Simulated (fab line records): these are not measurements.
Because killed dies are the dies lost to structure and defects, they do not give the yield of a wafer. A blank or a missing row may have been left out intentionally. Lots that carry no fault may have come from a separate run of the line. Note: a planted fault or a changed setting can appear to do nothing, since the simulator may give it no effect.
Which tool is to blame? ; flow nand-harc ; 66 wafers from 22 lots sampled at 6 of the route's 1159 steps

## WHAT THE GAUGES SHOWED, per wafer
The record holds no reading of a measuring or inspecting step that can be judged against a usual standard deviation.

## EACH LOT AND THE TOOL THAT RAN IT (in order: tool; ch and the chambers of the sampled wafers; start)
lot;NHARC_A_STAIRCASE_ETCH_13;NHARC_A_STAIRCASE_ETCH_23;NHARC_A_STAIRCASE_ETCH_25;NHARC_A_STAIRCASE_TRIM_200;NHARC_A_STAIRCASE_TRIM_202;NHARC_A_STAIRCASE_ETCH_203
L074;rie-diel-08 ch 0,2, no start;rie-diel-06 ch 1,2, no start;rie-diel-06 ch 0,1, no start;rie-diel-08 ch 0,2,3, no start;rie-diel-08 ch 0,1,2, no start;rie-diel-08 ch 1,2,3, no start
L075;rie-diel-12 ch 1,2, no start;rie-diel-08 ch 1,2,3, no start;rie-diel-08 ch 1,3, no start;rie-diel-12 ch 0,2, no start;rie-diel-12 ch 1,2, no start;rie-diel-12 ch 0,1, no start
L076;rie-diel-06 ch 2,3, no start;rie-diel-06 ch 2,3, no start;rie-diel-06 ch 0,1, no start;rie-diel-08 ch 0,1,2, no start;rie-diel-08 ch 1,2,3, no start;rie-diel-08 ch 0,2,3, no start
L078;rie-diel-08 ch 0,1, no start;rie-diel-06 ch 0,2,3, no start;rie-diel-06 ch 1,2,3, no start;rie-diel-08 ch 1,2,3, no start;rie-diel-08 ch 0,1,3, no start;rie-diel-08 ch 0,2, no start
L077;rie-diel-06 ch 0,2,3, no start;rie-diel-08 ch 1,2,3, no start;rie-diel-08 ch 0,1,3, no start;rie-diel-06 ch 0,1,2, no start;rie-diel-06 ch 0,1,2, no start;rie-diel-06 ch 1,2,3, no start
L081;rie-diel-06 ch 0,2,3, no start;rie-diel-08 ch 0,3, no start;rie-diel-08 ch 0,1,2, no start;rie-diel-08 ch 1,2, no start;rie-diel-08 ch 0,1,3, no start;rie-diel-08 ch 0,1,2, no start
L079;rie-diel-12 ch 0,2,3, no start;rie-diel-06 ch 0,1, no start;rie-diel-06 ch 0,1,3, no start;rie-diel-06 ch 1,2, no start;rie-diel-06 ch 1,2, no start;rie-diel-06 ch 0,1, no start
L082;rie-diel-08 ch 0,2, no start;rie-diel-06 ch 0,1,3, no start;rie-diel-06 ch 1,2, no start;rie-diel-08 ch 1,2,3, no start;rie-diel-08 ch 1,2,3, no start;rie-diel-08 ch 1,2, no start
L083;rie-diel-08 ch 1,3, no start;rie-diel-08 ch 0,2, no start;rie-diel-08 ch 0,3, no start;rie-diel-12 ch 0,1, no start;rie-diel-12 ch 0,1,2, no start;rie-diel-12 ch 0,1,3, no start
L084;rie-diel-08 ch 0,2,3, no start;rie-diel-12 ch 0,1,2, no start;rie-diel-12 ch 2,3, no start;rie-diel-06 ch 1,3, no start;rie-diel-06 ch 1,2, no start;rie-diel-06 ch 0,3, no start
L086;rie-diel-06 ch 0,1,3, no start;rie-diel-12 ch 0,1,2, no start;rie-diel-12 ch 1,2, no start;rie-diel-06 ch 1,3, no start;rie-diel-06 ch 2,3, no start;rie-diel-06 ch 1,3, no start
L085;rie-diel-06 ch 0,3, no start;rie-diel-06 ch 0,2, no start;rie-diel-06 ch 0,2,3, no start;rie-diel-08 ch 2,3, no start;rie-diel-08 ch 0,1,3, no start;rie-diel-08 ch 1,3, no start
L088;rie-diel-06 ch 1,2,3, no start;rie-diel-06 ch 0,1,2, no start;rie-diel-06 ch 1,3, no start;rie-diel-06 ch 2,3, no start;rie-diel-06 ch 0,1,2, no start;rie-diel-06 ch 1,2,3, no start
L087;rie-diel-12 ch 0,1, no start;rie-diel-12 ch 0,3, no start;rie-diel-12 ch 2,3, no start;rie-diel-08 ch 1,2, no start;rie-diel-08 ch 0,3, no start;rie-diel-08 ch 0,1,3, no start
L089;rie-diel-12 ch 0,1,2, no start;rie-diel-06 ch 0,2,3, no start;rie-diel-06 ch 0,1,3, no start;rie-diel-06 ch 0,1,3, no start;rie-diel-06 ch 1,2,3, no start;rie-diel-06 ch 0,1,3, no start
L090;rie-diel-12 ch 1,2, no start;rie-diel-12 ch 0,1,2, no start;rie-diel-12 ch 0,3, no start;rie-diel-12 ch 2,3, no start;rie-diel-12 ch 0,2,3, no start;rie-diel-12 ch 0,2,3, no start
L091;rie-diel-06 ch 0,2, no start;rie-diel-06 ch 0,2, no start;rie-diel-06 ch 1,3, no start;rie-diel-12 ch 2,3, no start;rie-diel-12 ch 0,1,2, no start;rie-diel-12 ch 1,3, no start
L093;rie-diel-06 ch 0,1, no start;rie-diel-06 ch 1,2,3, no start;rie-diel-06 ch 1,3, no start;rie-diel-08 ch 2,3, no start;rie-diel-08 ch 1,2, no start;rie-diel-08 ch 0,1,3, no start
L094;rie-diel-12 ch 1,2, no start;rie-diel-12 ch 0,1,2, no start;rie-diel-12 ch 1,2,3, no start;rie-diel-08 ch 0,1,2, no start;rie-diel-08 ch 0,2,3, no start;rie-diel-08 ch 1,2, no start
L095;rie-diel-08 ch 1,3, no start;rie-diel-06 ch 0,2, no start;rie-diel-06 ch 1,3, no start;rie-diel-08 ch 1,3, no start;rie-diel-08 ch 1,2, no start;rie-diel-08 ch 1,2, no start
L096;rie-diel-06 ch 0,1,2, no start;rie-diel-12 ch 1,3, no start;rie-diel-12 ch 0,3, no start;rie-diel-08 ch 1,3, no start;rie-diel-08 ch 0,2, no start;rie-diel-08 ch 0,1,2, no start
L097;rie-diel-12 ch 0,1,2, no start;rie-diel-06 ch 0,1,3, no start;rie-diel-06 ch 0,1,3, no start;rie-diel-12 ch 0,1,3, no start;rie-diel-12 ch 0,1,3, no start;rie-diel-12 ch 1,2,3, no start
- NHARC_A_STAIRCASE_ETCH_13: etches the open film in C4F8/O2, target depth 100 nm, time 40.5 s.
- NHARC_A_STAIRCASE_ETCH_23: etches the open film in C4F8/O2, target depth 100 nm, time 40.5 s.
- NHARC_A_STAIRCASE_ETCH_25: etches the open film in C4F8/O2, target depth 100 nm, time 40.5 s.
- NHARC_A_STAIRCASE_TRIM_200: chemistry O2, time 211.2 s.
- NHARC_A_STAIRCASE_TRIM_202: chemistry O2, time 211.2 s.
- NHARC_A_STAIRCASE_ETCH_203: etches the open film in C4F8/O2, target depth 100 nm, time 40.5 s.

## WHAT THE TOOLS THEMSELVES READ (means of the sampled wafers that have a number; where no wafer has one, the mark that the record gives instead)
NHARC_A_STAIRCASE_ETCH_13. Usual: chamber-pressure-mTorr 24.997 mTorr, standard deviation 0.022; oes-product-au 0.938 a.u., standard deviation 0.014; rf-vpp-V 896 V, standard deviation 5.7.
lot;tool;chamber-pressure-mTorr (mTorr);oes-product-au (a.u.);rf-vpp-V (V);flag
L074;rie-diel-08;24.968;0.947;893;
L075;rie-diel-12;24.988;0.939;892;
L076;rie-diel-06;25.000;0.941;904;
L078;rie-diel-08;24.996;0.929;899;
L077;rie-diel-06;24.998;0.940;901;
L081;rie-diel-06;24.998;0.946;901;
L079;rie-diel-12;25.016;0.938;896;
L082;rie-diel-08;24.994;0.935;893;
L083;rie-diel-08;24.986;0.937;894;
L084;rie-diel-08;24.997;0.927;892;
L086;rie-diel-06;25.013;0.925;897;
L085;rie-diel-06;24.986;0.920;899;
L088;rie-diel-06;24.997;0.919;898;
L087;rie-diel-12;25.022;0.955;897;
L089;rie-diel-12;25.012;0.953;895;
L090;rie-diel-12;25.010;0.926;892;
L091;rie-diel-06;24.989;0.948;900;
L093;rie-diel-06;24.976;0.921;893;
L094;rie-diel-12;24.989;0.922;893;
L095;rie-diel-08;24.984;0.951;893;
L096;rie-diel-06;25.009;0.957;895;
L097;rie-diel-12;25.014;0.951;895;

NHARC_A_STAIRCASE_ETCH_23. Usual: chamber-pressure-mTorr 25.000 mTorr, standard deviation 0.023; oes-product-au 0.944 a.u., standard deviation 0.011; rf-vpp-V 896 V, standard deviation 5.9.
lot;tool;chamber-pressure-mTorr (mTorr);oes-product-au (a.u.);rf-vpp-V (V);flag
L074;rie-diel-06;24.995;0.950;898;
L075;rie-diel-08;24.982;0.943;891;
L076;rie-diel-06;25.014;0.933;905;
L078;rie-diel-06;25.003;0.949;902;
L077;rie-diel-08;24.998;0.941;891;
L081;rie-diel-08;24.976;0.955;893;
L079;rie-diel-06;25.014;0.928;890;
L082;rie-diel-06;24.977;0.953;897;
L083;rie-diel-08;24.992;0.950;892;
L084;rie-diel-12;25.014;0.940;895;
L086;rie-diel-12;24.995;0.939;895;
L085;rie-diel-06;25.000;0.939;901;
L088;rie-diel-06;25.006;0.949;895;
L087;rie-diel-12;25.014;0.949;899;
L089;rie-diel-06;24.992;0.964;901;
L090;rie-diel-12;24.999;0.943;896;
L091;rie-diel-06;25.016;0.946;899;
L093;rie-diel-06;25.006;0.947;897;
L094;rie-diel-12;25.014;0.946;895;
L095;rie-diel-06;24.980;0.963;899;
L096;rie-diel-12;25.012;0.929;895;
L097;rie-diel-06;24.998;0.933;896;

NHARC_A_STAIRCASE_ETCH_25. Usual: chamber-pressure-mTorr 25.003 mTorr, standard deviation 0.024; oes-product-au 0.945 a.u., standard deviation 0.0089; rf-vpp-V 896 V, standard deviation 5.9.
lot;tool;chamber-pressure-mTorr (mTorr);oes-product-au (a.u.);rf-vpp-V (V);flag
L074;rie-diel-06;24.985;0.932;892;
L075;rie-diel-08;24.982;0.950;894;
L076;rie-diel-06;25.010;0.932;891;
L078;rie-diel-06;25.013;0.944;898;
L077;rie-diel-08;24.999;0.952;895;
L081;rie-diel-08;24.989;0.955;896;
L079;rie-diel-06;25.007;0.939;897;
L082;rie-diel-06;25.032;0.943;892;
L083;rie-diel-08;25.003;0.946;897;
L084;rie-diel-12;25.000;0.955;894;
L086;rie-diel-12;24.996;0.947;892;
L085;rie-diel-06;24.985;0.944;901;
L088;rie-diel-06;25.010;0.937;894;
L087;rie-diel-12;25.000;0.944;894;
L089;rie-diel-06;25.015;0.945;896;
L090;rie-diel-12;25.019;0.936;900;
L091;rie-diel-06;25.013;0.936;893;
L093;rie-diel-06;25.010;0.947;893;
L094;rie-diel-12;24.996;0.953;893;
L095;rie-diel-06;24.998;0.941;892;
L096;rie-diel-12;25.004;0.940;898;
L097;rie-diel-06;24.999;0.947;897;

NHARC_A_STAIRCASE_TRIM_200. Usual: for chamber-pressure-mTorr, 60.00 mTorr with a standard deviation of 0.049; for drypump-motor-current-A, 5.7 A with a standard deviation of 0.4; for mfc-ar-sccm, 0.007 sccm with a standard deviation of 0.0092; for oes-product-au, 1.002 a.u. with a standard deviation of 0.0069; for rf-vpp-V, 57.7 V with a standard deviation of 0.89; for showerhead-plenum-p-Torr, 3.51 Torr with a standard deviation of 0.16; for throttle-valve-pct, 17.036 % with a standard deviation of 0.01.
lot;tool;chamber-pressure-mTorr (mTorr);drypump-motor-current-A (A);mfc-ar-sccm (sccm);oes-product-au (a.u.);rf-vpp-V (V);showerhead-plenum-p-Torr (Torr);throttle-valve-pct (%);flag
L074;rie-diel-08;60.01;5.5;0.009;1.002;57.3;3.45;17.037;
L075;rie-diel-12;60.00;5.8;0.006;1.009;57.3;3.60;17.030;
L076;rie-diel-08;60.00;5.8;0.010;1.005;57.0;3.50;17.034;
L078;rie-diel-08;60.04;5.4;0.001;1.005;57.3;3.39;17.039;
L077;rie-diel-06;60.08;5.9;0.012;1.004;57.5;3.53;17.032;
L081;rie-diel-08;59.99;5.8;0.001;1.000;57.5;3.45;17.044;
L079;rie-diel-06;59.96;6.2;0.016;1.000;57.8;3.44;17.038;
L082;rie-diel-08;59.99;5.5;0.001;1.005;57.8;3.39;17.049;
L083;rie-diel-12;59.98;6.2;0.003;1.004;58.0;3.62;17.050;
L084;rie-diel-06;59.99;5.8;0.007;1.001;58.1;3.61;17.029;
L086;rie-diel-06;59.97;5.8;0.007;1.001;57.9;3.61;17.038;
L085;rie-diel-08;59.98;5.1;0.000;0.997;57.0;3.33;17.025;
L088;rie-diel-06;60.05;5.6;0.002;0.995;58.6;3.74;17.019;
L087;rie-diel-08;60.06;5.7;0.001;1.006;57.6;3.37;17.041;
L089;rie-diel-06;59.99;5.9;0.010;0.999;58.1;3.54;17.028;
L090;rie-diel-12;60.02;5.4;0.011;0.997;57.3;3.42;17.032;
L091;rie-diel-12;59.98;5.6;0.006;0.997;58.2;3.47;17.032;
L093;rie-diel-08;59.97;5.4;0.000;1.003;57.2;3.31;17.040;
L094;rie-diel-08;60.04;5.8;0.010;1.008;57.4;3.48;17.037;
L095;rie-diel-08;60.00;5.5;0.001;1.005;57.7;3.45;17.023;
L096;rie-diel-08;60.01;5.2;0.001;1.001;57.1;3.39;17.040;
L097;rie-diel-12;60.01;5.9;0.003;1.003;58.0;3.55;17.041;

NHARC_A_STAIRCASE_TRIM_202. Usual: for chamber-pressure-mTorr, 60.00 mTorr with a standard deviation of 0.057; for drypump-motor-current-A, 5.7 A with a standard deviation of 0.39; for mfc-ar-sccm, 0.008 sccm with a standard deviation of 0.0095; for oes-product-au, 1.001 a.u. with a standard deviation of 0.0084; for rf-vpp-V, 57.7 V with a standard deviation of 0.99; for showerhead-plenum-p-Torr, 3.51 Torr with a standard deviation of 0.16; for throttle-valve-pct, 17.038 % with a standard deviation of 0.0089.
lot;tool;chamber-pressure-mTorr (mTorr);drypump-motor-current-A (A);mfc-ar-sccm (sccm);oes-product-au (a.u.);rf-vpp-V (V);showerhead-plenum-p-Torr (Torr);throttle-valve-pct (%);flag
L074;rie-diel-08;59.98;5.8;0.010;1.006;57.6;3.50;17.037;
L075;rie-diel-12;60.02;5.7;0.012;1.000;58.5;3.46;17.042;
L076;rie-diel-08;59.93;5.5;0.001;1.009;57.0;3.40;17.040;
L078;rie-diel-08;60.02;5.6;0.010;1.007;57.3;3.51;17.034;
L077;rie-diel-06;59.98;5.9;0.012;0.995;57.8;3.53;17.032;
L081;rie-diel-08;59.99;5.6;0.010;1.008;57.9;3.51;17.034;
L079;rie-diel-06;60.01;6.2;0.016;0.999;57.2;3.44;17.035;
L082;rie-diel-08;60.01;5.4;0.001;1.010;57.2;3.39;17.033;
L083;rie-diel-12;59.99;5.8;0.009;0.997;59.0;3.52;17.036;
L084;rie-diel-06;60.04;6.2;0.016;0.997;56.6;3.44;17.043;
L086;rie-diel-06;60.02;5.7;0.004;0.992;57.7;3.72;17.037;
L085;rie-diel-08;59.98;5.5;0.010;0.999;58.7;3.50;17.044;
L088;rie-diel-06;59.95;6.0;0.012;0.986;58.3;3.52;17.037;
L087;rie-diel-08;59.96;5.6;0.019;0.997;57.7;3.54;17.041;
L089;rie-diel-06;60.04;5.9;0.009;0.992;58.1;3.58;17.037;
L090;rie-diel-12;59.98;5.7;0.006;0.996;58.4;3.53;17.030;
L091;rie-diel-12;59.99;5.8;0.009;1.001;57.1;3.51;17.044;
L093;rie-diel-08;60.06;5.8;0.001;1.000;57.1;3.44;17.030;
L094;rie-diel-08;59.99;5.5;0.009;0.999;57.2;3.42;17.035;
L095;rie-diel-08;59.98;5.7;0.001;1.010;57.7;3.37;17.032;
L096;rie-diel-08;60.03;5.8;0.009;1.002;58.1;3.41;17.042;
L097;rie-diel-12;59.98;5.9;0.003;1.001;57.7;3.55;17.043;

NHARC_A_STAIRCASE_ETCH_203. Usual: chamber-pressure-mTorr 25.001 mTorr, standard deviation 0.021; oes-product-au 0.944 a.u., standard deviation 0.0096; rf-vpp-V 895 V, standard deviation 5.9.
lot;tool;chamber-pressure-mTorr (mTorr);oes-product-au (a.u.);rf-vpp-V (V);flag
L074;rie-diel-08;24.982;0.944;892;
L075;rie-diel-12;24.997;0.951;900;
L076;rie-diel-08;24.995;0.957;894;
L078;rie-diel-08;24.986;0.949;896;
L077;rie-diel-06;25.010;0.944;898;
L081;rie-diel-08;25.008;0.954;895;
L079;rie-diel-06;24.996;0.951;894;
L082;rie-diel-08;24.989;0.935;891;
L083;rie-diel-12;25.004;0.951;898;
L084;rie-diel-06;25.015;0.947;900;
L086;rie-diel-06;25.010;0.930;899;
L085;rie-diel-08;24.986;0.956;890;
L088;rie-diel-06;24.999;0.929;898;
L087;rie-diel-08;25.005;0.930;895;
L089;rie-diel-06;25.014;0.943;896;
L090;rie-diel-12;25.002;0.948;896;
L091;rie-diel-12;25.010;0.942;895;
L093;rie-diel-08;25.006;0.945;894;
L094;rie-diel-08;25.011;0.949;890;
L095;rie-diel-08;24.989;0.943;891;
L096;rie-diel-08;25.001;0.933;894;
L097;rie-diel-12;25.010;0.950;893;

## THE ANSWER, worked out from the rows above alone
Rule: a lot is off if the mean of its wafers that have a number lies more than 3 standard deviations from the usual mean. Also off: a lot with no number at a reading for which 4 or more lots have one. Where the step has rows for the other lots, those lots are counted as sound. After the gauges, taken in route order, come the tools' own readings; for these a lot's mean is taken, as printed above. The first step at which some lot is off is used, and at that step the reading that is off furthest; a lot without a number counts as furthest.
Nothing can be told from this: no lot is off at any reading shown.

## WHAT THE SIMULATOR HAD PUT IN
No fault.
